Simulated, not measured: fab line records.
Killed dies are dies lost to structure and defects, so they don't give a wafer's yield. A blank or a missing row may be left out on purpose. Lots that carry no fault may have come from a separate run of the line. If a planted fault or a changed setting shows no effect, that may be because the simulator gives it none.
fab line records :: flow nandHarc :: part 2 of 2: steps 27 to 37 of 37
[record]
  lots = 5
  wafers = 15
  lastDay = 33
route steps=1302 shown P_GATE@188 P_CONTACT@217
lots untouched by any fault: they come from a run of this same line in which no faults occurred
startH: start of the lot's first displayed wafer, in hours after the record's first day :: waitH: hours since the lot's step before :: " repeats the value in the row above :: L1.1+2: one row covering several wafers at once :: - no value present, or no start provided :: * or withheld: withheld :: < > ~ a bound
route shown NAME@n: NAME is a module with steps in the file, n the number in the route of the first one :: usual: the fault-free wafers' mean and standard deviation :: same: alike in all rows :: chamber/n: place in a boat :: sites: readings site by site :: _std_site: standard deviation of those values :: _edge_site: mean of outer sites minus mean of inner sites :: radiusMm: how far each site lies from the wafer's centre :: mask NAME#n: copy n :: behind: the last tool/chamber to shape the wafer :: hold: what put the lot on hold/how long, in hours/how the hold closed :: device: the n, p or np transistor that did not switch :: end of line: the tests these same wafers got at the end of their route :: step lacking rows: just its recipe :: killed: count of dies lost to structure and defects at first sort (not the wafer's yield) :: map: the dies of a wafer, with x for killed, . for not killed, _ for no die there
set.NAME: setting as actually run; set.NAME@STEP: the setting as run at that earlier step :: model.NAME: the simulator's own value behind a step, which no gauge read
lots at some steps of the route; a table a step, a row a wafer
services: a tool's chamber out of use, with start hour (startH, from the record's first day; less than 0 if before it), hours out, and reason
[[steps]]
[step NHARC_P_GATE_STRIP_67]
[recipe]
  timeS = 600
  tempC = 130
  chemistry = SPM
[usual]
  tempC = 130.00/0.15
lot.wafer: L083.3
tool: wetBench-01
chamber: 0
startH: 206.76
waitH: 0.1
tempC: 129.88

lot.wafer: L083.1
tool: wetBench-01
chamber: 1
startH: 206.76
waitH: 0.1
tempC: 129.75

lot.wafer: L083.6
tool: wetBench-01
chamber: 2
startH: 206.76
waitH: 0.1
tempC: 130.02

lot.wafer: L086.6
tool: wetBench-01
chamber: 1
startH: 233.36
waitH: 0.0
tempC: 129.86

lot.wafer: L086.3
tool: wetBench-01
chamber: 5
startH: 233.36
waitH: 0.0
tempC: 130.20

lot.wafer: L086.5
tool: wetBench-01
chamber: 6
startH: 233.36
waitH: 0.0
tempC: 130.07

lot.wafer: L090.2
tool: wetBench-05
chamber: 6
startH: 277.74
waitH: 0.1
tempC: 129.90

lot.wafer: L090.3
tool: wetBench-05
chamber: 7
startH: 277.74
waitH: 0.1
tempC: 130.10

lot.wafer: L090.1
tool: wetBench-05
chamber: 2
startH: 277.74
waitH: 0.1
tempC: 129.89

lot.wafer: L091.2
tool: wetBench-07
chamber: 4
startH: 285.75
waitH: 0.1
tempC: 130.03

lot.wafer: L091.4
tool: wetBench-07
chamber: 6
startH: 285.75
waitH: 0.1
tempC: 129.92

lot.wafer: L091.6
tool: wetBench-07
chamber: 0
startH: 285.75
waitH: 0.1
tempC: 129.67

lot.wafer: L096.4
tool: wetBench-01
chamber: 7
startH: 338.29
waitH: 0.1
tempC: 129.88

lot.wafer: L096.3
tool: wetBench-01
chamber: 0
startH: 338.29
waitH: 0.1
tempC: 129.95

lot.wafer: L096.6
tool: wetBench-01
chamber: 2
startH: 338.29
waitH: 0.1
tempC: 129.75
[step NHARC_P_GATE_RTA_82]
[recipe]
  tempC = 450
  timeS = 30
[usual]
  lampPowerPct = 3.59/0.061
  lamp_zone_2_pct = 3.59/0.062
  wafer_temp_C_max = 452.3/0.56
lot.wafer: L083.1
tool: rtpAnneal-02
chamber: 0
startH: 207.06
waitH: -
lampPowerPct: 3.64
lamp_zone_2_pct: 3.64
wafer_temp_C_max: 452.2

lot.wafer: L083.3
tool: rtpAnneal-02
chamber: 0
startH: 207.06
waitH: -
lampPowerPct: 3.64
lamp_zone_2_pct: 3.64
wafer_temp_C_max: 452.2

lot.wafer: L083.6
tool: rtpAnneal-02
chamber: 0
startH: 207.06
waitH: -
lampPowerPct: 3.64
lamp_zone_2_pct: 3.64
wafer_temp_C_max: 453.4

lot.wafer: L086.3
tool: rtpAnneal-02
chamber: 0
startH: 233.71
waitH: -
lampPowerPct: 3.64
lamp_zone_2_pct: 3.64
wafer_temp_C_max: 452.2

lot.wafer: L086.5
tool: rtpAnneal-02
chamber: 0
startH: 233.71
waitH: -
lampPowerPct: 3.64
lamp_zone_2_pct: 3.63
wafer_temp_C_max: 451.7

lot.wafer: L086.6
tool: rtpAnneal-02
chamber: 0
startH: 233.71
waitH: -
lampPowerPct: 3.64
lamp_zone_2_pct: 3.64
wafer_temp_C_max: 452.7

lot.wafer: L090.1
tool: rtpAnneal-01
chamber: 0
startH: 278.00
waitH: -
lampPowerPct: 3.52
lamp_zone_2_pct: 3.51
wafer_temp_C_max: 452.5

lot.wafer: L090.2
tool: rtpAnneal-01
chamber: 0
startH: 278.00
waitH: -
lampPowerPct: 3.52
lamp_zone_2_pct: 3.51
wafer_temp_C_max: 451.8

lot.wafer: L090.3
tool: rtpAnneal-01
chamber: 0
startH: 278.00
waitH: -
lampPowerPct: 3.52
lamp_zone_2_pct: 3.52
wafer_temp_C_max: 453.0

lot.wafer: L091.2
tool: rtpAnneal-02
chamber: 0
startH: 286.03
waitH: -
lampPowerPct: 3.64
lamp_zone_2_pct: 3.64
wafer_temp_C_max: 451.5

lot.wafer: L091.4
tool: rtpAnneal-02
chamber: 0
startH: 286.03
waitH: -
lampPowerPct: 3.64
lamp_zone_2_pct: 3.64
wafer_temp_C_max: 452.7

lot.wafer: L091.6
tool: rtpAnneal-02
chamber: 0
startH: 286.03
waitH: -
lampPowerPct: 3.64
lamp_zone_2_pct: 3.64
wafer_temp_C_max: 452.1

lot.wafer: L096.3
tool: rtpAnneal-01
chamber: 0
startH: 338.60
waitH: -
lampPowerPct: 3.51
lamp_zone_2_pct: 3.51
wafer_temp_C_max: 453.0

lot.wafer: L096.4
tool: rtpAnneal-01
chamber: 0
startH: 338.60
waitH: -
lampPowerPct: 3.51
lamp_zone_2_pct: 3.52
wafer_temp_C_max: 452.4

lot.wafer: L096.6
tool: rtpAnneal-01
chamber: 0
startH: 338.60
waitH: -
lampPowerPct: 3.51
lamp_zone_2_pct: 3.51
wafer_temp_C_max: 452.9
[step NHARC_P_GATE_INSPECT_68]
[usual]
  rawDefectCount = 206/76
lot.wafer: L083.1
tool: defectInspect-01
chamber: -
startH: 207.26
waitH: 0.2
rawDefectCount: 149

lot.wafer: L083.3
tool: defectInspect-01
chamber: -
startH: 207.26
waitH: 0.2
rawDefectCount: 151

lot.wafer: L083.6
tool: defectInspect-01
chamber: -
startH: 207.26
waitH: 0.2
rawDefectCount: 173

lot.wafer: L086.3
tool: defectInspect-01
chamber: -
startH: 233.85
waitH: 0.1
rawDefectCount: 221

lot.wafer: L086.5
tool: defectInspect-01
chamber: -
startH: 233.85
waitH: 0.1
rawDefectCount: 131

lot.wafer: L086.6
tool: defectInspect-01
chamber: -
startH: 233.85
waitH: 0.1
rawDefectCount: 199

lot.wafer: L090.1
tool: defectInspect-02
chamber: -
startH: 278.19
waitH: 0.2
rawDefectCount: 381

lot.wafer: L090.2
tool: defectInspect-02
chamber: -
startH: 278.19
waitH: 0.2
rawDefectCount: 346

lot.wafer: L090.3
tool: defectInspect-02
chamber: -
startH: 278.19
waitH: 0.2
rawDefectCount: 278

lot.wafer: L091.2
tool: defectInspect-01
chamber: -
startH: 286.20
waitH: 0.1
rawDefectCount: 259

lot.wafer: L091.4
tool: defectInspect-01
chamber: -
startH: 286.20
waitH: 0.1
rawDefectCount: 177

lot.wafer: L091.6
tool: defectInspect-01
chamber: -
startH: 286.20
waitH: 0.1
rawDefectCount: 151

lot.wafer: L096.3
tool: defectInspect-02
chamber: -
startH: 338.74
waitH: 0.1
rawDefectCount: 196

lot.wafer: L096.4
tool: defectInspect-02
chamber: -
startH: 338.74
waitH: 0.1
rawDefectCount: 229

lot.wafer: L096.6
tool: defectInspect-02
chamber: -
startH: 338.74
waitH: 0.1
rawDefectCount: 157
[step NHARC_P_CONTACT_DEP_30]
[recipe]
  targetThkA = 300
  tempC = 400
  targetThkNm = 30
  flowSccm = 200
  rfW = 450
  material = SiNx
[usual]
  heaterPowerW = 677/80
lot.wafer: L083.1
tool: pecvd-01
chamber: 0
startH: 207.33
waitH: 0.1
heaterPowerW: 862

lot.wafer: L083.3
tool: pecvd-01
chamber: 1
startH: 207.33
waitH: 0.1
heaterPowerW: 800

lot.wafer: L083.6
tool: pecvd-01
chamber: 1
startH: 207.33
waitH: 0.1
heaterPowerW: 791

lot.wafer: L086.3
tool: pecvd-03
chamber: 1
startH: 233.99
waitH: 0.1
heaterPowerW: 680

lot.wafer: L086.5
tool: pecvd-03
chamber: 2
startH: 233.99
waitH: 0.1
heaterPowerW: 554

lot.wafer: L086.6
tool: pecvd-03
chamber: 0
startH: 233.99
waitH: 0.1
heaterPowerW: 608

lot.wafer: L090.2
tool: pecvd-03
chamber: 0
startH: 278.26
waitH: 0.1
heaterPowerW: 622

lot.wafer: L090.1
tool: pecvd-03
chamber: 1
startH: 278.26
waitH: 0.1
heaterPowerW: 679

lot.wafer: L090.3
tool: pecvd-03
chamber: 2
startH: 278.26
waitH: 0.1
heaterPowerW: 623

lot.wafer: L091.2
tool: pecvd-03
chamber: 2
startH: 286.35
waitH: 0.1
heaterPowerW: 617

lot.wafer: L091.6
tool: pecvd-03
chamber: 0
startH: 286.35
waitH: 0.1
heaterPowerW: 659

lot.wafer: L091.4
tool: pecvd-03
chamber: 1
startH: 286.35
waitH: 0.1
heaterPowerW: 697

lot.wafer: L096.3
tool: pecvd-01
chamber: 2
startH: 338.85
waitH: 0.1
heaterPowerW: 706

lot.wafer: L096.6
tool: pecvd-01
chamber: 1
startH: 338.85
waitH: 0.1
heaterPowerW: 717

lot.wafer: L096.4
tool: pecvd-01
chamber: 0
startH: 338.85
waitH: 0.1
heaterPowerW: 838
[step NHARC_P_CONTACT_DEP_00]
[recipe]
  targetThkA = 5000
  tempC = 400
  pressureTorr = 6.5
  rfW = 900
  teosFlowSccm = 161.4
  flowSccm = 2650
  targetThkNm = 500
  gas = O2
  material = SiO2
[usual]
  heaterPowerW = 509/81
  throttleValvePct = 15.9/0.53
lot.wafer: L083.1
tool: pecvd-01
chamber: 0
startH: -
waitH: -
heaterPowerW: 553
throttleValvePct: 16.4

lot.wafer: L083.3
tool: pecvd-01
chamber: 1
startH: -
waitH: -
heaterPowerW: 639
throttleValvePct: 15.6

lot.wafer: L083.6
tool: pecvd-01
chamber: 1
startH: -
waitH: -
heaterPowerW: 653
throttleValvePct: 15.4

lot.wafer: L086.3
tool: pecvd-03
chamber: 1
startH: -
waitH: -
heaterPowerW: 466
throttleValvePct: 15.5

lot.wafer: L086.5
tool: pecvd-03
chamber: 2
startH: -
waitH: -
heaterPowerW: 490
throttleValvePct: 14.8

lot.wafer: L086.6
tool: pecvd-03
chamber: 0
startH: -
waitH: -
heaterPowerW: 566
throttleValvePct: 15.9

lot.wafer: L090.2
tool: pecvd-03
chamber: 0
startH: -
waitH: -
heaterPowerW: 529
throttleValvePct: 15.8

lot.wafer: L090.1
tool: pecvd-03
chamber: 1
startH: -
waitH: -
heaterPowerW: 536
throttleValvePct: 15.7

lot.wafer: L090.3
tool: pecvd-03
chamber: 2
startH: -
waitH: -
heaterPowerW: 377
throttleValvePct: 15.1

lot.wafer: L091.2
tool: pecvd-03
chamber: 2
startH: -
waitH: -
heaterPowerW: 382
throttleValvePct: 15.4

lot.wafer: L091.6
tool: pecvd-03
chamber: 0
startH: -
waitH: -
heaterPowerW: 435
throttleValvePct: 15.9

lot.wafer: L091.4
tool: pecvd-03
chamber: 1
startH: -
waitH: -
heaterPowerW: 407
throttleValvePct: 15.7

lot.wafer: L096.3
tool: pecvd-01
chamber: 2
startH: -
waitH: -
heaterPowerW: 606
throttleValvePct: 16.0

lot.wafer: L096.6
tool: pecvd-01
chamber: 1
startH: -
waitH: -
heaterPowerW: 627
throttleValvePct: 15.4

lot.wafer: L096.4
tool: pecvd-01
chamber: 0
startH: -
waitH: -
heaterPowerW: 612
throttleValvePct: 16.4
[step NHARC_P_CONTACT_CMP_01]
[recipe]
  targetThkNm = 200
  material = SiO2
[usual]
  motorCurrentA = 11.9/1.3
  retainingRingPressureFrac = 1.000/0.0047
lot.wafer: L083.1
tool: cmp-04
chamber: 1
startH: 208.12
waitH: -
motorCurrentA: 13.9
retainingRingPressureFrac: 0.989

lot.wafer: L083.3
tool: cmp-04
chamber: 2
startH: 208.12
waitH: -
motorCurrentA: 12.0
retainingRingPressureFrac: 1.006

lot.wafer: L083.6
tool: cmp-04
chamber: 3
startH: 208.12
waitH: -
motorCurrentA: 11.4
retainingRingPressureFrac: 0.995

lot.wafer: L086.3
tool: cmp-04
chamber: 1
startH: 234.70
waitH: -
motorCurrentA: 14.0
retainingRingPressureFrac: 1.004

lot.wafer: L086.6
tool: cmp-04
chamber: 2
startH: 234.70
waitH: -
motorCurrentA: 11.5
retainingRingPressureFrac: 0.995

lot.wafer: L086.5
tool: cmp-04
chamber: 3
startH: 234.70
waitH: -
motorCurrentA: 11.1
retainingRingPressureFrac: 0.999

lot.wafer: L090.1
tool: cmp-01
chamber: 0
startH: 278.98
waitH: -
motorCurrentA: 13.2
retainingRingPressureFrac: 1.006

lot.wafer: L090.3
tool: cmp-01
chamber: 1
startH: 278.98
waitH: -
motorCurrentA: 11.7
retainingRingPressureFrac: 0.999

lot.wafer: L090.2
tool: cmp-01
chamber: 3
startH: 278.98
waitH: -
motorCurrentA: 12.2
retainingRingPressureFrac: 0.997

lot.wafer: L091.2
tool: cmp-04
chamber: 3
startH: 287.00
waitH: -
motorCurrentA: 12.0
retainingRingPressureFrac: 1.005

lot.wafer: L091.4
tool: cmp-04
chamber: 1
startH: 287.00
waitH: -
motorCurrentA: 15.0
retainingRingPressureFrac: 0.996

lot.wafer: L091.6
tool: cmp-04
chamber: 2
startH: 287.00
waitH: -
motorCurrentA: 12.0
retainingRingPressureFrac: 1.002

lot.wafer: L096.4
tool: cmp-04
chamber: 0
startH: 339.53
waitH: -
motorCurrentA: 10.5
retainingRingPressureFrac: 0.997

lot.wafer: L096.3
tool: cmp-04
chamber: 3
startH: 339.53
waitH: -
motorCurrentA: 12.3
retainingRingPressureFrac: 0.992

lot.wafer: L096.6
tool: cmp-04
chamber: 1
startH: 339.53
waitH: -
motorCurrentA: 14.6
retainingRingPressureFrac: 0.996
[step NHARC_P_CONTACT_SRD_03]
lot.wafer: L083.3+6+1
tool: wetBench-09
chamber: 1,3,4
startH: 208.37
waitH: 0.0

lot.wafer: L086.5+3+6
tool: wetBench-06
chamber: 6,7,3
startH: 234.92
waitH: 0.0

lot.wafer: L090.3+2+1
tool: wetBench-03
chamber: 3,5,0
startH: 279.27
waitH: 0.0

lot.wafer: L091.2+4+6
tool: wetBench-09
chamber: 2,4,5
startH: 287.29
waitH: 0.0

lot.wafer: L096.3+4+6
tool: wetBench-06
chamber: 4,6,7
startH: 339.83
waitH: 0.0
[step NHARC_P_CONTACT_DEHYDRATE_04]
[recipe]
  tempC = 150
  timeS = 120
[usual]
  chillPlateTempC = 23.00/0.11
lot.wafer: L083.1
tool: lithoTrack-01
chamber: 0
startH: 208.44
waitH: 0.1
chillPlateTempC: 23.20

lot.wafer: L083.3
tool: lithoTrack-01
chamber: 0
startH: 208.44
waitH: 0.1
chillPlateTempC: 22.96

lot.wafer: L083.6
tool: lithoTrack-01
chamber: 0
startH: 208.44
waitH: 0.1
chillPlateTempC: 23.08

lot.wafer: L086.3
tool: lithoTrack-06
chamber: 0
startH: 235.01
waitH: 0.1
chillPlateTempC: 22.80

lot.wafer: L086.5
tool: lithoTrack-06
chamber: 0
startH: 235.01
waitH: 0.1
chillPlateTempC: 23.08

lot.wafer: L086.6
tool: lithoTrack-06
chamber: 0
startH: 235.01
waitH: 0.1
chillPlateTempC: 23.11

lot.wafer: L090.1
tool: lithoTrack-01
chamber: 0
startH: 279.36
waitH: 0.1
chillPlateTempC: 23.15

lot.wafer: L090.2
tool: lithoTrack-01
chamber: 0
startH: 279.36
waitH: 0.1
chillPlateTempC: 23.11

lot.wafer: L090.3
tool: lithoTrack-01
chamber: 0
startH: 279.36
waitH: 0.1
chillPlateTempC: 23.17

lot.wafer: L091.2
tool: lithoTrack-06
chamber: 0
startH: 287.36
waitH: 0.1
chillPlateTempC: 22.98

lot.wafer: L091.4
tool: lithoTrack-06
chamber: 0
startH: 287.36
waitH: 0.1
chillPlateTempC: 23.04

lot.wafer: L091.6
tool: lithoTrack-06
chamber: 0
startH: 287.36
waitH: 0.1
chillPlateTempC: 22.99

lot.wafer: L096.3
tool: lithoTrack-04
chamber: 0
startH: 339.91
waitH: 0.1
chillPlateTempC: 22.86

lot.wafer: L096.4
tool: lithoTrack-04
chamber: 0
startH: 339.91
waitH: 0.1
chillPlateTempC: 22.88

lot.wafer: L096.6
tool: lithoTrack-04
chamber: 0
startH: 339.91
waitH: 0.1
chillPlateTempC: 22.98
[step NHARC_P_CONTACT_HMDS_05]
[recipe]
  timeS = 30
[usual]
  chillPlateTempC = 23.00/0.1
lot.wafer: L083.1
tool: lithoTrack-01
chamber: 0
startH: -
waitH: -
chillPlateTempC: 23.03

lot.wafer: L083.3
tool: lithoTrack-01
chamber: 0
startH: -
waitH: -
chillPlateTempC: 23.02

lot.wafer: L083.6
tool: lithoTrack-01
chamber: 0
startH: -
waitH: -
chillPlateTempC: 23.04

lot.wafer: L086.3
tool: lithoTrack-06
chamber: 0
startH: -
waitH: -
chillPlateTempC: 22.88

lot.wafer: L086.5
tool: lithoTrack-06
chamber: 0
startH: -
waitH: -
chillPlateTempC: 22.99

lot.wafer: L086.6
tool: lithoTrack-06
chamber: 0
startH: -
waitH: -
chillPlateTempC: 22.92

lot.wafer: L090.1
tool: lithoTrack-01
chamber: 0
startH: -
waitH: -
chillPlateTempC: 23.06

lot.wafer: L090.2
tool: lithoTrack-01
chamber: 0
startH: -
waitH: -
chillPlateTempC: 23.18

lot.wafer: L090.3
tool: lithoTrack-01
chamber: 0
startH: -
waitH: -
chillPlateTempC: 23.07

lot.wafer: L091.2
tool: lithoTrack-06
chamber: 0
startH: -
waitH: -
chillPlateTempC: 23.26

lot.wafer: L091.4
tool: lithoTrack-06
chamber: 0
startH: -
waitH: -
chillPlateTempC: 23.04

lot.wafer: L091.6
tool: lithoTrack-06
chamber: 0
startH: -
waitH: -
chillPlateTempC: 23.12

lot.wafer: L096.3
tool: lithoTrack-04
chamber: 0
startH: -
waitH: -
chillPlateTempC: 22.81

lot.wafer: L096.4
tool: lithoTrack-04
chamber: 0
startH: -
waitH: -
chillPlateTempC: 22.92

lot.wafer: L096.6
tool: lithoTrack-04
chamber: 0
startH: -
waitH: -
chillPlateTempC: 22.95
[step NHARC_P_CONTACT_COAT_33]
[recipe]
  tempC = 260
  timeS = 75
[usual]
  chillPlateTempC = 22.98/0.097
lot.wafer: L083.1
tool: lithoTrack-01
chamber: 0
startH: -
waitH: -
chillPlateTempC: 22.96

lot.wafer: L083.3
tool: lithoTrack-01
chamber: 0
startH: -
waitH: -
chillPlateTempC: 22.95

lot.wafer: L083.6
tool: lithoTrack-01
chamber: 0
startH: -
waitH: -
chillPlateTempC: 23.15

lot.wafer: L086.3
tool: lithoTrack-06
chamber: 0
startH: -
waitH: -
chillPlateTempC: 22.87

lot.wafer: L086.5
tool: lithoTrack-06
chamber: 0
startH: -
waitH: -
chillPlateTempC: 22.93

lot.wafer: L086.6
tool: lithoTrack-06
chamber: 0
startH: -
waitH: -
chillPlateTempC: 22.93

lot.wafer: L090.1
tool: lithoTrack-01
chamber: 0
startH: -
waitH: -
chillPlateTempC: 23.15

lot.wafer: L090.2
tool: lithoTrack-01
chamber: 0
startH: -
waitH: -
chillPlateTempC: 23.09

lot.wafer: L090.3
tool: lithoTrack-01
chamber: 0
startH: -
waitH: -
chillPlateTempC: 22.96

lot.wafer: L091.2
tool: lithoTrack-06
chamber: 0
startH: -
waitH: -
chillPlateTempC: 22.93

lot.wafer: L091.4
tool: lithoTrack-06
chamber: 0
startH: -
waitH: -
chillPlateTempC: 22.83

lot.wafer: L091.6
tool: lithoTrack-06
chamber: 0
startH: -
waitH: -
chillPlateTempC: 22.84

lot.wafer: L096.3
tool: lithoTrack-04
chamber: 0
startH: -
waitH: -
chillPlateTempC: 23.21

lot.wafer: L096.4
tool: lithoTrack-04
chamber: 0
startH: -
waitH: -
chillPlateTempC: 22.96

lot.wafer: L096.6
tool: lithoTrack-04
chamber: 0
startH: -
waitH: -
chillPlateTempC: 23.15
[step NHARC_P_CONTACT_COAT_34]
[recipe]
  tempC = 225
  timeS = 65
[usual]
  chillPlateTempC = 23.01/0.11
lot.wafer: L083.1
tool: lithoTrack-01
chamber: 0
startH: -
waitH: -
chillPlateTempC: 23.19

lot.wafer: L083.3
tool: lithoTrack-01
chamber: 0
startH: -
waitH: -
chillPlateTempC: 22.96

lot.wafer: L083.6
tool: lithoTrack-01
chamber: 0
startH: -
waitH: -
chillPlateTempC: 22.98

lot.wafer: L086.3
tool: lithoTrack-06
chamber: 0
startH: -
waitH: -
chillPlateTempC: 23.00

lot.wafer: L086.5
tool: lithoTrack-06
chamber: 0
startH: -
waitH: -
chillPlateTempC: 22.96

lot.wafer: L086.6
tool: lithoTrack-06
chamber: 0
startH: -
waitH: -
chillPlateTempC: 22.84

lot.wafer: L090.1
tool: lithoTrack-01
chamber: 0
startH: -
waitH: -
chillPlateTempC: 22.83

lot.wafer: L090.2
tool: lithoTrack-01
chamber: 0
startH: -
waitH: -
chillPlateTempC: 22.76

lot.wafer: L090.3
tool: lithoTrack-01
chamber: 0
startH: -
waitH: -
chillPlateTempC: 23.02

lot.wafer: L091.2
tool: lithoTrack-06
chamber: 0
startH: -
waitH: -
chillPlateTempC: 23.11

lot.wafer: L091.4
tool: lithoTrack-06
chamber: 0
startH: -
waitH: -
chillPlateTempC: 23.08

lot.wafer: L091.6
tool: lithoTrack-06
chamber: 0
startH: -
waitH: -
chillPlateTempC: 23.15

lot.wafer: L096.3
tool: lithoTrack-04
chamber: 0
startH: -
waitH: -
chillPlateTempC: 23.02

lot.wafer: L096.4
tool: lithoTrack-04
chamber: 0
startH: -
waitH: -
chillPlateTempC: 22.94

lot.wafer: L096.6
tool: lithoTrack-04
chamber: 0
startH: -
waitH: -
chillPlateTempC: 23.11
[[services]]
tool: lithoTrack-06
chamber: -
startH: 179.00
hours: 7.0
kind: pm

tool: pecvd-03
chamber: -
startH: 185.25
hours: 13.0
kind: pm

tool: pecvd-01
chamber: 2
startH: 195.28
hours: 6.5
kind: repair

tool: plasmaAsher-01
chamber: -
startH: 202.61
hours: 3.5
kind: repair

tool: pvdSputter-02
chamber: -
startH: 202.78
hours: 7.2
kind: repair

tool: lithoTrack-04
chamber: -
startH: 203.00
hours: 7.0
kind: pm

tool: cmp-04
chamber: -
startH: 209.00
hours: 4.0
kind: pm

tool: pvdSputter-01
chamber: -
startH: 226.97
hours: 10.0
kind: pm

tool: plasmaAsher-02
chamber: -
startH: 249.05
hours: 9.0
kind: pm

tool: lithoTrack-07
chamber: -
startH: 251.00
hours: 7.0
kind: pm

tool: wetBench-05
chamber: -
startH: 260.80
hours: 8.0
kind: pm

tool: pvdSputter-02
chamber: -
startH: 263.39
hours: 3.7
kind: repair

tool: krfScanner-02
chamber: -
startH: 266.00
hours: 4.0
kind: pm

tool: wetBench-01
chamber: -
startH: 277.60
hours: 8.0
kind: pm

tool: pvdSputter-02
chamber: -
startH: 282.00
hours: 10.0
kind: pm

tool: krfScanner-02
chamber: -
startH: 285.02
hours: 0.5
kind: repair

tool: pvdSputter-01
chamber: -
startH: 286.13
hours: 1.0
kind: repair

tool: lithoTrack-05
chamber: -
startH: 299.00
hours: 7.0
kind: pm

tool: krfScanner-02
chamber: -
startH: 301.03
hours: 2.0
kind: repair

tool: krfScanner-02
chamber: -
startH: 303.79
hours: 0.4
kind: repair

tool: pvdSputter-02
chamber: -
startH: 311.47
hours: 1.1
kind: repair

tool: implanter-01
chamber: -
startH: 327.00
hours: 13.0
kind: pm

tool: plasmaAsher-02
chamber: -
startH: 328.89
hours: 4.2
kind: repair

tool: lithoTrack-01
chamber: -
startH: 330.00
hours: 7.0
kind: pm
